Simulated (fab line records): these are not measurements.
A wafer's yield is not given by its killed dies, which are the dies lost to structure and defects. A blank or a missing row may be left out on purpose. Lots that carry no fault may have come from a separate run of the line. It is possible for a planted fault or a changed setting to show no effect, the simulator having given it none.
Chamber matching | flow n5 finfet | N5_SD_EPI_N_ETCHBACK_44 on rie diel-04 has 4 sister chambers
The step etches SiNx in CH3F/O2, stops on SiO2, target depth 14.5 nm. 4 wafers are shown with their chamber, then 12 later ones without.

EACH WAFER AND ITS CHAMBER
wafer  | chamber | throttle valve pct (%)
L086.3 | 3       | 15.8
L087.5 | 1       | 16.6
L091.4 | 2       | 15.8
L091.5 | 0       | 16.5

WAFERS WITH NO CHAMBER GIVEN
wafer  | throttle valve pct (%)
L092.1 | 15.9
L092.2 | 15.8
L092.3 | 16.5
L094.1 | 15.9
L094.4 | 16.1
L094.5 | 16.1
L095.2 | 15.9
L095.4 | 16.5
L095.6 | 15.9
L096.1 | 15.8
L096.2 | 16.5
L096.4 | 15.9

CHAMBER TAKEN BY EACH
wafer  | from the rows above               | in truth
L092.1 | can't be placed: 2 or 3           | 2
L092.2 | can't be placed: 2 or 3           | 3
L092.3 | can't be placed: 0 or 1           | 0
L094.1 | can't be placed: 2 or 3           | 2
L094.4 | can't be placed: 2 or 3 or 0 or 1 | 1
L094.5 | can't be placed: 2 or 3 or 0 or 1 | 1
L095.2 | can't be placed: 2 or 3           | 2
L095.4 | can't be placed: 0 or 1           | 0
L095.6 | can't be placed: 2 or 3           | 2
L096.1 | can't be placed: 2 or 3           | 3
L096.2 | can't be placed: 0 or 1           | 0
L096.4 | can't be placed: 2 or 3           | 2
Correct placement for 0 of the 12. Unplaceable from these rows: 12, with the true chamber sitting among the candidates in 12. Placed wrongly: 0.
How it was worked out, from the rows above alone: a wafer's distance from a chamber is the root of the sum, over the readings, of the square of ((its reading less the chamber's mean) divided by the reading's scatter). The wafer belongs to the nearest chamber; if the next one is less than 2 further off, it can't be placed. Each chamber's mean is taken over the wafers shown for it. The scatter (one wafer shown for each chamber): square how far every hidden wafer sits from the nearest shown wafer, average those squares and take the square root.
